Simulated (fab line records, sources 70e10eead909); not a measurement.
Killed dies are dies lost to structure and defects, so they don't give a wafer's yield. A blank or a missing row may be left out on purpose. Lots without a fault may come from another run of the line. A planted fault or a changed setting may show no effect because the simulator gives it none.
fab line records | flow nand_harc
record lots=11 wafers=33 last_day=25
route steps=1159 shown A_SLIT@795 A_WL_FILL@828 END@1159
lots that met no fault: from a run of the same line without faults
start_h: hours from the record's first day to the start of the lot's first wafer shown | wait_h: hours since the lot's step before | " the same as in the row above | L1.1+2: a row that stands for several wafers | - no value, or no start given | * or withheld: withheld | < > ~ a bound
route shown NAME@n: a module of which the file shows steps, and the number in the route of the first | usual: mean/standard deviation of fault-free wafers | same: alike in all rows | chamber/n: place in a boat | sites: the reading at each site | _std_site: their standard deviation | _edge_site: outer sites' mean less inner sites' | radius_mm: how far each site lies from the wafer's centre | mask NAME#n: copy n | behind: the tool/chamber that last shaped the wafer | hold: why the lot was held/for how many hours/how that ended | device: the transistor (n, p or np) that didn't switch | end of line: the same wafers' tests at the end of the route | a step without rows: its recipe alone | killed: dies lost to structure and defects at the first sort, not the wafer's yield | map: a wafer's dies, x killed, . not, _ none there
set.NAME: the setting as run; set.NAME@STEP: as run at that earlier step | model.NAME: the simulator's own value behind a step, which no gauge read
steps of the route over a sample of lots; a table a step, a row a wafer
services: from which hour (start_h, from the record's first day; less than 0 if before it) a tool's chamber was out of use, for how many hours, and why
## steps
# step NHARC_A_SLIT_ETCH_15
# recipe target_depth_a=32000 over_etch_frac=0.3 time_s=832 ion_energy_ev=150 o2_flow_sccm=400 cos_flow_sccm=20 ar_flow_sccm=0 rf_w=500 bias_w=300 chemistry=O2/COS
# usual bias_w=299.9/0.92 drypump_motor_current_A=5.80/0.27 oes_product_au=1.006/0.011 rf_vpp_V=314.6/1.9 showerhead_plenum_p_Torr=3.15/0.12 throttle_valve_pct=28.330/0.0085
# columns lot.wafer tool chamber start_h wait_h bias_w drypump_motor_current_A oes_product_au rf_hours_counter_h rf_vpp_V showerhead_plenum_p_Torr throttle_valve_pct
L593.2 rie_diel-13 1 - - 299.7 5.60 1.019 3 313.8 3.08 28.342
L593.3 " 2 " " 298.4 5.38 0.996 3 316.2 3.23 28.335
L593.4 " 0 " " 299.8 5.86 1.004 2 313.8 3.18 28.326
L596.2 rie_diel-12 2 - - 300.4 6.12 1.016 8 315.8 3.11 28.342
L596.6 " 2 " " 299.8 6.16 1.013 - 312.4 3.11 28.338
L596.5 " 3 " " 298.9 5.59 1.002 - 316.7 3.24 28.348
L595.1 rie_diel-12 1 - - 301.9 6.18 1.017 10 311.4 2.95 28.332
L595.3 " 3 " " 299.4 5.58 1.004 9 315.3 3.24 28.330
L595.4 " 2 " " 300.6 6.22 1.012 - 314.3 3.11 28.323
L597.4 rie_diel-09 3 - - 299.7 5.85 1.013 6 315.2 3.18 28.324
L597.1 " 0 " " 299.1 5.52 1.001 6 311.6 2.95 28.336
L597.6 " 0 " " 298.9 5.51 1.011 - 310.6 2.94 28.328
L599.2 rie_diel-12 1 - - 299.3 6.23 0.993 11 312.7 2.95 28.340
L599.1 " 2 " " 301.0 6.18 0.997 11 314.0 3.11 28.333
L599.5 " 1 " " 299.6 6.21 0.999 - 312.0 2.95 28.333
L602.4 rie_diel-09 0 - - 300.0 5.51 1.009 7 312.0 2.94 28.340
L602.6 " 1 " " 300.2 5.76 1.010 - 316.7 3.24 28.328
L602.5 " 2 " " 299.2 6.03 0.995 - 316.5 3.25 28.327
L604.1 rie_diel-12 3 - - 298.3 5.59 1.019 1 316.6 3.24 28.340
L604.2 " 0 " " 298.7 5.58 1.006 1 316.8 3.35 28.340
L604.6 " 0 " " 298.9 5.55 1.015 - 318.4 3.35 28.334
L612.2 rie_diel-09 3 - - 300.1 5.82 1.013 0 315.1 3.17 28.321
L612.4 " 2 " " 300.7 6.08 0.998 0 318.0 3.25 28.326
L612.5 " 0 " " 299.2 5.52 1.001 - 312.0 2.94 28.342
L614.2 rie_diel-13 2 - - 299.3 5.38 0.983 11 316.5 3.23 28.328
L614.1 " 3 " " 300.8 6.04 0.996 10 314.0 3.09 28.332
L614.6 " 3 " " 299.4 6.01 0.999 - 314.6 3.09 28.339
L611.3 rie_diel-12 1 - - 300.5 6.22 0.994 4 312.1 2.94 28.328
L611.1 " 3 " " 301.2 5.60 1.014 5 317.3 3.24 28.328
L611.6 " 2 " " 300.6 6.14 1.017 - 314.0 3.11 28.338
L615.3 rie_diel-12 3 - - 299.2 5.59 1.017 7 315.9 3.24 28.327
L615.6 " 2 " " 299.9 6.15 1.023 - 314.8 3.11 28.334
L615.4 " 0 " " 300.7 5.56 1.016 - 317.8 3.35 28.341
# step NHARC_A_SLIT_ETCH_17
# recipe bias_v=900 source_w=withheld pressure_mtorr=20 ar_flow_sccm=375 c4f8_flow_sccm=83.3 o2_flow_sccm=41.7 time_s=1687.5 target_depth_a=1.01e+05 chemistry=C4F8/O2/Ar
# usual drypump_motor_current_A=5.9/0.51 showerhead_plenum_p_Torr=3.71/0.12 throttle_valve_pct=32.046/0.0087
# columns lot.wafer tool chamber start_h wait_h drypump_motor_current_A rf_hours_counter_h showerhead_plenum_p_Torr throttle_valve_pct
L593.2 har_etch-01 0 328.27 - 5.5 4 3.80 32.054
L593.4 " 1 " " 6.6 - 3.70 32.048
L593.3 " 0 " " 5.4 - 3.80 32.046
L596.2 har_etch-01 0 336.76 - 5.5 6 3.80 32.039
L596.5 " 1 " " 6.6 - 3.70 32.039
L596.6 " 0 " " 5.5 - 3.80 32.051
L595.1 har_etch-02 1 337.67 - 5.8 180 3.84 32.043
L595.3 " 0 " " 5.4 - 3.49 32.051
L595.4 " 1 " " 5.8 - 3.84 32.035
L597.1 har_etch-01 1 350.28 - 6.6 15 3.70 32.038
L597.4 " 1 " " 6.6 - 3.70 32.029
L597.6 " 1 " " 6.6 - 3.70 32.057
L599.1 har_etch-01 0 368.08 - 5.5 18 3.79 32.048
L599.2 " 1 " " 6.6 18 3.70 32.054
L599.5 " 1 369.33 - 6.6 - 3.70 32.041
L602.4 har_etch-02 0 369.05 - 5.4 - 3.49 32.064
L602.6 " 1 " " 5.8 - 3.83 32.051
L602.5 " 0 " " 5.4 - 3.49 32.047
L604.2 har_etch-01 0 410.32 - 5.5 41 3.78 32.037
L604.1 " 1 " " 6.6 41 3.68 32.051
L604.6 " 1 411.57 - 6.6 - 3.69 32.055
L612.2 har_etch-01 1 443.62 - 6.6 55 3.68 32.046
L612.4 " 0 " " 5.4 - 3.77 32.058
L612.5 " 1 " " 6.6 - 3.68 32.052
L614.1 har_etch-01 0 445.29 - 5.5 56 3.77 32.042
L614.2 " 1 " " 6.6 56 3.68 32.048
L614.6 " 0 " " 5.4 - 3.77 32.034
L611.1 har_etch-02 1 446.13 - 5.8 224 3.81 32.038
L611.3 " 0 " " 5.4 - 3.47 32.053
L611.6 " 1 " " 5.8 - 3.81 32.045
L615.4 har_etch-02 0 463.06 - 5.4 - 3.47 32.033
L615.3 " 1 " " 5.8 - 3.81 32.058
L615.6 " 1 " " 5.9 - 3.81 32.051
# step NHARC_A_SLIT_ETCH_29
# recipe target_depth_a=1000 overetch_a=100 time_s=55 ion_energy_ev=100 cf4_flow_sccm=80 o2_flow_sccm=20 ar_flow_sccm=0 rf_w=300 bias_w=100 chemistry=CF4/O2
# usual bias_w=100.0/0.31 drypump_motor_current_A=5.79/0.28 oes_o_777_au=1.000/0.0048 oes_product_au=1.003/0.012 rf_vpp_V=197.9/1.4 showerhead_plenum_p_Torr=1.35/0.054 throttle_valve_pct=13.398/0.0096
# columns lot.wafer tool chamber start_h wait_h bias_w drypump_motor_current_A oes_o_777_au oes_product_au rf_hours_counter_h rf_vpp_V showerhead_plenum_p_Torr throttle_valve_pct
L593.3 rie_diel-09 0 330.12 0.1 100.2 5.54 1.005 1.014 4 196.4 1.26 13.406
L593.4 " 2 " " 99.9 6.06 1.006 0.986 5 199.5 1.39 13.411
L593.2 " 3 " " 100.0 5.80 1.006 1.003 5 196.5 1.36 13.407
L596.2 rie_diel-13 0 338.62 0.1 100.4 5.82 0.998 1.008 2 197.9 1.36 13.390
L596.5 " 3 " " 99.9 6.02 1.002 1.013 - 197.5 1.32 13.399
L596.6 " 0 " " 100.1 5.83 0.998 1.006 - 198.4 1.36 13.381
L595.3 rie_diel-13 2 339.51 0.1 100.4 5.40 1.000 1.006 4 199.9 1.38 13.383
L595.1 " 0 " " 100.2 5.82 1.000 1.007 2 197.3 1.36 13.391
L595.4 " 1 " " 99.9 5.59 1.000 1.017 3 198.4 1.32 13.382
L597.1 rie_diel-09 1 352.13 0.1 100.0 5.75 0.995 0.984 6 199.6 1.39 13.400
L597.4 " 0 " " 99.9 5.51 1.004 1.003 6 195.8 1.26 13.397
L597.6 " 1 " " 100.3 5.75 1.000 0.980 - 198.3 1.39 13.410
L599.1 rie_diel-13 0 370.20 0.1 100.0 5.85 1.003 1.010 4 198.0 1.36 13.392
L599.2 " 2 " " 100.5 5.36 1.002 1.000 6 199.2 1.38 13.399
L599.5 " 0 " " 100.2 5.81 0.996 0.997 - 197.8 1.36 13.402
L602.4 rie_diel-09 1 370.53 0.1 100.1 5.73 0.998 0.992 8 198.9 1.39 13.416
L602.6 " 2 " " 100.1 6.09 1.005 0.987 - 199.8 1.39 13.392
L602.5 " 3 " " 99.8 5.79 1.001 1.004 - 198.2 1.36 13.385
L604.2 rie_diel-13 2 412.44 0.1 100.0 5.37 0.998 0.979 9 199.0 1.38 13.381
L604.1 " 0 " " 99.8 5.85 0.995 1.008 8 199.0 1.36 13.392
L604.6 " 2 " " 99.7 5.37 1.008 0.994 - 200.2 1.38 13.400
L612.2 rie_diel-13 2 445.74 0.1 99.8 5.38 1.001 0.985 11 197.6 1.38 13.396
L612.5 " 2 " " 99.8 5.42 0.999 0.989 - 198.2 1.38 13.399
L612.4 " 3 " " 100.9 6.03 0.994 1.003 - 196.9 1.32 13.386
L614.2 rie_diel-09 0 447.37 0.1 99.6 5.51 0.998 1.000 1 196.2 1.26 13.403
L614.1 " 1 " " 100.1 5.74 1.003 0.999 1 200.1 1.39 13.405
L614.6 " 0 " " 100.1 5.51 1.007 0.997 - 196.9 1.26 13.409
L611.1 rie_diel-13 3 448.02 0.1 99.1 6.02 1.003 1.011 10 198.2 1.32 13.397
L611.3 " 2 " " 100.3 5.37 1.000 0.995 11 199.3 1.38 13.385
L611.6 " 2 " " 99.9 5.37 0.997 0.993 - 198.9 1.38 13.394
L615.3 rie_diel-12 1 464.67 0.1 100.0 6.21 0.997 0.992 6 196.1 1.26 13.403
L615.4 " 2 " " 99.9 6.15 1.000 1.020 8 197.7 1.33 13.391
L615.6 " 1 " " 100.3 6.22 1.010 0.986 - 196.0 1.26 13.397
# step NHARC_A_WL_FILL_CVD_23
# recipe target_thk_a=400 temp_c=620 pressure_mtorr=200 time_s=800 material=poly-Si
# usual pressure_mtorr=200.0/0.32 spike_tc_top_C=638.8/1.7
# columns lot.wafer tool chamber start_h wait_h pressure_mtorr spike_tc_top_C
L593.2 lpcvd_poly-02 0 359.11 2.2 199.4 639.9
L593.3 " 0 " " 199.6 641.0
L593.4 " 0 " " 199.8 640.6
L595.1 lpcvd_poly-04 0 364.96 2.5 199.9 637.8
L595.3 " 0 " " 200.6 638.0
L595.4 " 0 " " 200.1 638.6
L596.2 lpcvd_poly-04 0 364.96 2.6 200.2 636.4
L596.5 " 0 " " 199.8 635.3
L596.6 " 0 " " 199.9 635.9
L597.1 lpcvd_poly-02 0 380.43 2.2 199.7 640.3
L597.4 " 0 " " 199.7 639.1
L597.6 " 0 " " 199.8 640.1
L602.4 lpcvd_poly-04 0 396.19 0.2 199.9 638.1
L602.5 " 0 " " 200.2 636.5
L602.6 " 0 " " 200.3 636.5
L599.1 lpcvd_poly-04 0 426.19 32.6 199.6 639.0
L599.2 " 0 " " 199.7 635.8
L599.5 " 0 " " 199.9 637.5
L604.1 lpcvd_poly-02 0 470.05 32.2 200.0 642.5
L604.2 " 0 " " 200.0 640.4
L604.6 " 0 " " 200.2 639.9
L612.2 lpcvd_poly-02 0 473.46 2.3 199.5 640.3
L612.4 " 0 " " 199.9 641.5
L612.5 " 0 " " 199.6 639.8
L611.1 lpcvd_poly-02 0 476.60 1.1 200.2 638.9
L611.3 " 0 " " 200.1 639.6
L611.6 " 0 " " 200.6 641.0
L614.1 lpcvd_poly-02 0 476.60 1.2 199.8 639.8
L614.2 " 0 " " 199.5 640.7
L614.6 " 0 " " 199.4 639.7
L615.3 lpcvd_poly-04 0 490.11 2.1 200.2 634.7
L615.4 " 0 " " 199.6 636.2
L615.6 " 0 " " 200.4 635.4
# step NHARC_END_SORT_01
# recipe temp_c=25
# usual killed_at_array=26/9.1 killed_at_other=0.7/0.9 killed_at_periphery=3.6/2.8 killed_dies=30/9.2 killed_open=3.0/1.9 killed_short=2.0/1.4
# same gross_dies=677
# columns lot.wafer tool chamber start_h wait_h killed_at_array killed_at_other killed_at_periphery killed_dies killed_open killed_short
L593.2 prober-01 0 445.34 2.8 22 1 1 24 2 2
L593.3 prober-01 0 446.14 3.1 24 0 5 29 6 4
L593.4 prober-01 0 446.94 3.4 33 0 5 38 2 4
L596.2 prober-01 0 453.11 2.8 24 0 5 29 6 4
L596.5 prober-01 0 455.51 3.7 26 0 3 29 2 1
L596.6 prober-01 0 456.30 4.0 17 0 1 18 2 1
L595.1 prober-01 0 460.13 2.5 28 0 2 30 2 1
L595.3 prober-01 0 461.75 3.1 31 1 5 37 9 4
L595.4 prober-01 0 462.56 3.4 22 0 2 24 2 0
L597.1 prober-02 0 463.12 2.5 14 0 3 17 3 2
L597.4 prober-02 0 465.53 3.4 19 1 3 23 5 3
L597.6 prober-02 0 467.13 4.0 12 0 3 15 2 0
L602.4 prober-01 0 491.87 3.4 26 1 4 31 8 0
L602.5 prober-01 0 492.67 3.7 26 0 1 27 3 2
L602.6 prober-01 0 493.46 4.0 18 1 3 22 3 2
L599.1 prober-02 0 511.72 2.5 23 1 2 26 4 3
L599.2 prober-02 0 512.52 2.8 21 3 1 25 3 0
L599.5 prober-02 0 514.94 3.7 23 5 6 34 3 2
L604.1 prober-01 0 556.09 2.5 18 0 0 18 3 1
L604.2 prober-01 0 556.89 2.8 13 1 4 18 1 2
L604.6 prober-01 0 560.10 4.0 20 0 5 25 4 2
L612.2 prober-02 0 570.25 2.8 35 1 0 36 2 0
L612.4 prober-02 0 571.85 3.4 33 0 0 33 2 3
L612.5 prober-02 0 572.65 3.7 33 1 1 35 1 2
L614.1 prober-02 0 577.31 2.5 19 1 9 29 5 1
L614.2 prober-02 0 578.10 2.8 19 0 9 28 3 0
L614.6 prober-02 0 581.28 4.0 22 1 13 36 2 2
L611.1 prober-01 0 577.52 2.5 50 0 2 52 2 2
L611.3 prober-01 0 579.10 3.1 62 0 2 64 3 5
L611.6 prober-01 0 581.47 4.0 37 1 1 39 1 2
L615.3 prober-02 0 586.64 3.1 44 1 3 48 4 5
L615.4 prober-02 0 587.45 3.4 24 0 6 30 2 4
L615.6 prober-02 0 589.06 4.0 27 0 0 27 3 0
# killed by level:class
L593.2 A_CHANNEL_HOLE_D1:chamber_film_flake=8 A_STAIRCASE:chamber_film_flake=5 A_CONTACT:chamber_film_flake=4 P_CONTACT:geometric_particle:open=1 A_CHANNEL_FILL_D1:geometric_particle:short=1 A_CONTACT:geometric_particle:short=1 A_CONTACT:geometric_particle:open=1 A_SLIT:chamber_film_flake=1
L593.3 A_CHANNEL_HOLE_D1:chamber_film_flake=9 A_STAIRCASE:chamber_film_flake=4 A_CHANNEL_FILL_D1:geometric_particle:open=2 A_CONTACT:geometric_particle:open=2 A_WL_FILL:chamber_film_flake=2 A_CONTACT:chamber_film_flake=2 P_CONTACT:geometric_particle:short=1 P_M0:geometric_particle:open=1
L593.4 A_CHANNEL_HOLE_D1:chamber_film_flake=15 A_STAIRCASE:chamber_film_flake=5 A_CONTACT:chamber_film_flake=4 P_M0:chamber_film_flake=3 A_SLIT:chamber_film_flake=2 P_STI:geometric_particle:short=1 A_ONON_D1:geometric_particle:short=1 A_ONON_D1:geometric_particle:open=1
L596.2 A_CHANNEL_HOLE_D1:chamber_film_flake=7 A_STAIRCASE:chamber_film_flake=5 P_M0:geometric_particle:open=2 A_ONON_D1:geometric_particle:open=2 P_BONDPAD:chamber_film_flake=2 A_SLIT:chamber_film_flake=2 A_SOURCE_PLATE:geometric_particle:short=1 A_CHANNEL_HOLE_D1:geometric_particle:open=1
L596.5 A_CHANNEL_HOLE_D1:chamber_film_flake=14 A_STAIRCASE:chamber_film_flake=4 A_CONTACT:chamber_film_flake=3 A_CHANNEL_HOLE_D1:geometric_particle:open=1 A_WL_FILL:geometric_particle:short=1 A_CONTACT:geometric_particle:open=1 P_GATE:chamber_film_flake=1 P_CONTACT:chamber_film_flake=1
L596.6 A_CHANNEL_HOLE_D1:chamber_film_flake=10 A_CONTACT:chamber_film_flake=3 A_CHANNEL_FILL_D1:geometric_particle:open=1 A_SGD_CUT:geometric_particle:short=1 A_SGD_CUT:geometric_particle:open=1 P_BONDPAD:chamber_film_flake=1 A_STAIRCASE:chamber_film_flake=1
L595.1 A_SLIT:chamber_film_flake=12 A_CHANNEL_HOLE_D1:chamber_film_flake=7 A_CHANNEL_FILL_D1:chamber_film_flake=2 A_STAIRCASE:chamber_film_flake=2 P_CONTACT:geometric_particle:open=1 A_CONTACT:geometric_particle:short=1 A_BLC:geometric_particle:open=1 P_ZERO_WELL:chamber_film_flake=1
L595.3 A_SLIT:chamber_film_flake=10 A_STAIRCASE:chamber_film_flake=4 P_ZERO_WELL:chamber_film_flake=3 A_CHANNEL_HOLE_D1:chamber_film_flake=3 A_CHANNEL_FILL_D1:geometric_particle:open=2 A_SGD_CUT:geometric_particle:open=2 A_BLC:geometric_particle:open=2 A_WL_FILL:chamber_film_flake=2
L595.4 A_SLIT:chamber_film_flake=10 A_CHANNEL_HOLE_D1:chamber_film_flake=3 A_STAIRCASE:chamber_film_flake=3 P_ZERO_WELL:chamber_film_flake=2 A_WL_FILL:chamber_film_flake=2 A_CONTACT:chamber_film_flake=2 A_CHANNEL_HOLE_D1:geometric_particle:open=1 A_CONTACT:geometric_particle:open=1
L597.1 A_CONTACT:chamber_film_flake=6 A_CHANNEL_HOLE_D1:chamber_film_flake=3 P_CONTACT:geometric_particle:open=2 A_ONON_D1:geometric_particle:short=1 A_SGD_CUT:geometric_particle:short=1 A_CONTACT:geometric_particle:open=1 P_GATE:chamber_film_flake=1 A_CHANNEL_FILL_D1:chamber_film_flake=1
L597.4 A_STAIRCASE:chamber_film_flake=7 A_CHANNEL_HOLE_D1:chamber_film_flake=4 A_WL_FILL:chamber_film_flake=2 P_CONTACT:geometric_particle:open=1 P_M0:geometric_particle:open=1 A_SOURCE_PLATE:geometric_particle:open=1 A_ONON_D1:geometric_particle:short=1 A_WL_FILL:geometric_particle:open=1
L597.6 A_CHANNEL_HOLE_D1:chamber_film_flake=7 P_ZERO_WELL:chamber_film_flake=2 A_CONTACT:chamber_film_flake=2 A_CONTACT:geometric_particle:open=1 A_M0:geometric_particle:open=1 P_GATE:chamber_film_flake=1 A_CHANNEL_FILL_D1:chamber_film_flake=1
L602.4 A_SLIT:chamber_film_flake=10 A_CHANNEL_HOLE_D1:chamber_film_flake=6 A_STAIRCASE:chamber_film_flake=5 A_CONTACT:geometric_particle:open=2 P_CONTACT:geometric_particle:open=1 P_M0:geometric_particle:open=1 P_M1:geometric_particle:open=1 P_M2:geometric_particle:open=1
L602.5 A_SLIT:chamber_film_flake=14 A_CONTACT:geometric_particle:open=2 A_CHANNEL_HOLE_D1:chamber_film_flake=2 A_STAIRCASE:chamber_film_flake=2 A_ONON_D1:geometric_particle:short=1 A_CONTACT:geometric_particle:short=1 A_BLC:geometric_particle:open=1 P_GATE:chamber_film_flake=1
L602.6 A_SLIT:chamber_film_flake=9 A_CHANNEL_HOLE_D1:chamber_film_flake=4 A_CONTACT:geometric_particle:open=2 P_M0:geometric_particle:open=1 A_SLIT:geometric_particle:short=1 A_M0:geometric_particle:short=1 P_STI:chamber_film_flake=1 P_GATE:chamber_film_flake=1
L599.1 A_CHANNEL_HOLE_D1:chamber_film_flake=13 A_CONTACT:chamber_film_flake=2 P_GATE:geometric_particle:open=1 A_ONON_D1:geometric_particle:short=1 A_ONON_D1:geometric_particle:open=1 A_WL_FILL:geometric_particle:short=1 A_CONTACT:geometric_particle:short=1 A_CONTACT:geometric_particle:open=1
L599.2 A_CHANNEL_HOLE_D1:chamber_film_flake=12 A_CONTACT:chamber_film_flake=3 THIN_TSV:chamber_film_flake=3 A_STAIRCASE:chamber_film_flake=2 P_CONTACT:geometric_particle:open=1 A_BLC:geometric_particle:open=1 A_M0:geometric_particle:open=1 A_ZERO_WELL:chamber_film_flake=1
L599.5 A_CHANNEL_HOLE_D1:chamber_film_flake=13 P_STI:chamber_film_flake=5 THIN_TSV:chamber_film_flake=5 A_STAIRCASE:chamber_film_flake=4 A_WL_FILL:geometric_particle:open=2 A_CHANNEL_FILL_D1:geometric_particle:short=1 A_WL_FILL:geometric_particle:short=1 A_CONTACT:geometric_particle:open=1
L604.1 A_CONTACT:chamber_film_flake=6 A_CHANNEL_HOLE_D1:chamber_film_flake=4 A_ONON_D1:geometric_particle:open=1 A_SGD_CUT:geometric_particle:short=1 A_CONTACT:geometric_particle:open=1 A_M0:geometric_particle:open=1 A_ZERO_WELL:chamber_film_flake=1 A_STAIRCASE:chamber_film_flake=1
L604.2 A_CHANNEL_HOLE_D1:chamber_film_flake=8 P_M1:chamber_film_flake=3 THIN_TSV:chamber_film_flake=1 A_CONTACT:geometric_particle:open=1 A_CONTACT:geometric_particle:short=1 A_BLC:geometric_particle:short=1 P_ZERO_WELL:chamber_film_flake=1 A_ZERO_WELL:chamber_film_flake=1
L604.6 A_CHANNEL_HOLE_D1:chamber_film_flake=7 P_M1:chamber_film_flake=4 A_WL_FILL:chamber_film_flake=3 A_CONTACT:geometric_particle:open=2 A_BLC:geometric_particle:open=2 A_CONTACT:chamber_film_flake=2 A_CONTACT:geometric_particle:short=1 A_BLC:geometric_particle:short=1
L612.2 A_CHANNEL_HOLE_D1:chamber_film_flake=19 A_SLIT:chamber_film_flake=6 A_CONTACT:chamber_film_flake=5 A_WL_FILL:chamber_film_flake=3 A_BLC:geometric_particle:open=2 THIN_TSV:chamber_film_flake=1
L612.4 A_CHANNEL_HOLE_D1:chamber_film_flake=19 A_SLIT:chamber_film_flake=4 A_WL_FILL:geometric_particle:short=3 A_CONTACT:chamber_film_flake=3 A_ONON_D1:geometric_particle:open=1 A_CHANNEL_FILL_D1:geometric_particle:open=1 A_ZERO_WELL:chamber_film_flake=1 A_WL_FILL:chamber_film_flake=1
L612.5 A_CHANNEL_HOLE_D1:chamber_film_flake=17 A_WL_FILL:chamber_film_flake=5 A_SLIT:chamber_film_flake=4 A_CONTACT:chamber_film_flake=4 A_CHANNEL_FILL_D1:geometric_particle:short=1 A_WL_FILL:geometric_particle:open=1 P_GATE:chamber_film_flake=1 STARTING-WAFER:geometric_particle:short=1
L614.1 A_CHANNEL_HOLE_D1:chamber_film_flake=6 A_CONTACT:chamber_film_flake=6 P_CONTACT:chamber_film_flake=5 P_M2:chamber_film_flake=3 P_M2:geometric_particle:open=1 A_ONON_D1:geometric_particle:open=1 A_ONON_D1:geometric_particle:short=1 A_CONTACT:geometric_particle:open=1
L611.1 A_SLIT:chamber_film_flake=20 A_CHANNEL_HOLE_D1:chamber_film_flake=17 A_CONTACT:chamber_film_flake=9 P_M0:geometric_particle:short=1 A_CONTACT:geometric_particle:open=1 A_BLC:geometric_particle:open=1 A_M0:geometric_particle:short=1 P_GATE:chamber_film_flake=1
L614.2 A_CONTACT:chamber_film_flake=8 A_CHANNEL_HOLE_D1:chamber_film_flake=7 P_CONTACT:chamber_film_flake=6 P_M1:geometric_particle:open=1 A_BLC:geometric_particle:open=1 A_M0:geometric_particle:open=1 P_ZERO_WELL:chamber_film_flake=1 P_M2:chamber_film_flake=1
L611.3 A_CHANNEL_HOLE_D1:chamber_film_flake=22 A_SLIT:chamber_film_flake=20 A_CONTACT:chamber_film_flake=5 A_ZERO_WELL:chamber_film_flake=4 A_CHANNEL_FILL_D1:chamber_film_flake=4 P_CONTACT:geometric_particle:open=1 A_ONON_D1:geometric_particle:short=1 A_CHANNEL_FILL_D1:geometric_particle:short=1
L614.6 P_CONTACT:chamber_film_flake=8 A_CHANNEL_HOLE_D1:chamber_film_flake=8 A_CONTACT:chamber_film_flake=6 P_M2:chamber_film_flake=4 A_SLIT:chamber_film_flake=3 P_GATE:geometric_particle:open=1 A_SOURCE_PLATE:geometric_particle:short=1 A_WL_FILL:geometric_particle:short=1
L611.6 A_SLIT:chamber_film_flake=15 A_CHANNEL_HOLE_D1:chamber_film_flake=14 A_CONTACT:chamber_film_flake=7 P_CONTACT:geometric_particle:short=1 A_CHANNEL_HOLE_D1:geometric_particle:open=1 STARTING-WAFER:geometric_particle:short=1
L615.3 A_SLIT:chamber_film_flake=21 A_CHANNEL_HOLE_D1:chamber_film_flake=8 A_CHANNEL_FILL_D1:geometric_particle:short=2 A_ZERO_WELL:chamber_film_flake=2 A_CONTACT:chamber_film_flake=2 A_SOURCE_PLATE:geometric_particle:open=1 A_ONON_D1:geometric_particle:short=1 A_CHANNEL_FILL_D1:geometric_particle:open=1
L615.4 A_SLIT:chamber_film_flake=11 A_CHANNEL_HOLE_D1:chamber_film_flake=7 P_ZERO_WELL:chamber_film_flake=2 P_GATE:chamber_film_flake=2 P_M0:geometric_particle:short=1 A_ONON_D1:geometric_particle:short=1 A_SGD_CUT:geometric_particle:short=1 A_WL_FILL:geometric_particle:short=1
L615.6 A_SLIT:chamber_film_flake=15 A_CHANNEL_HOLE_D1:chamber_film_flake=7 A_CONTACT:chamber_film_flake=2 A_SOURCE_PLATE:geometric_particle:open=1 A_STAIRCASE:geometric_particle:open=1 A_WL_FILL:geometric_particle:open=1
## services
# columns tool chamber start_h hours kind
har_etch-01 - 306.00 17.0 pm
rie_diel-13 0 309.53 - clean
rie_diel-13 1 309.53 - clean
rie_diel-13 2 309.53 - clean
rie_diel-13 3 309.53 - clean
lpcvd_poly-04 - 314.00 26.0 pm
rie_diel-13 - 322.82 0.3 repair
rie_diel-12 2 328.88 5.3 repair
rie_diel-12 0 330.98 8.2 repair
rie_diel-09 - 334.00 0.5 repair
rie_diel-13 0 334.03 - clean
rie_diel-13 1 334.03 - clean
rie_diel-13 2 334.03 - clean
rie_diel-13 3 334.03 - clean
rie_diel-12 0 352.46 4.8 repair
rie_diel-13 0 358.53 - clean
rie_diel-12 - 379.44 9.0 pm
har_etch-01 - 380.96 1.3 repair
rie_diel-12 1 419.44 3.3 repair
rie_diel-13 0 422.28 4.6 repair
rie_diel-09 - 431.10 9.0 pm
rie_diel-13 0 439.06 12.5 repair
rie_diel-13 - 453.00 9.0 pm
rie_diel-12 1 456.94 6.9 repair
## key
first_sign step=NHARC_A_WL_FILL_CVD_23 reading=wait_h direction=changed
effect none on later readings
met_at NHARC_A_WL_FILL_CVD_23
struck_lots L599,L604
struck_wafers L599.1,L599.2,L599.5,L604.1,L604.2,L604.6
tester_left_out L599,L604
not_acting_at NHARC_A_SLIT_ETCH_15,NHARC_A_SLIT_ETCH_17,NHARC_A_SLIT_ETCH_29
earlier_fault kind=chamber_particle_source tool=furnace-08 chamber=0 onset_h=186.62 steps=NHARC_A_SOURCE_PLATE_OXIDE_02 rate_per_visit_cm2=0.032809 end_h=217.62
fault kind=queue_time_violation tool=lpcvd_poly-02,lpcvd_poly-04 chamber=0 onset_h=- steps=NHARC_A_WL_FILL_CVD_23 delay_hr=30 scope=struck_lots_only
# tester_left_out: of these lots the tester's yield and bins aren't shown, on N5 and GAA mostly nor the transistor test; their killed dies are dies lost to structure and defects alone, not to doping, threshold or leakage, so they don't give the yield
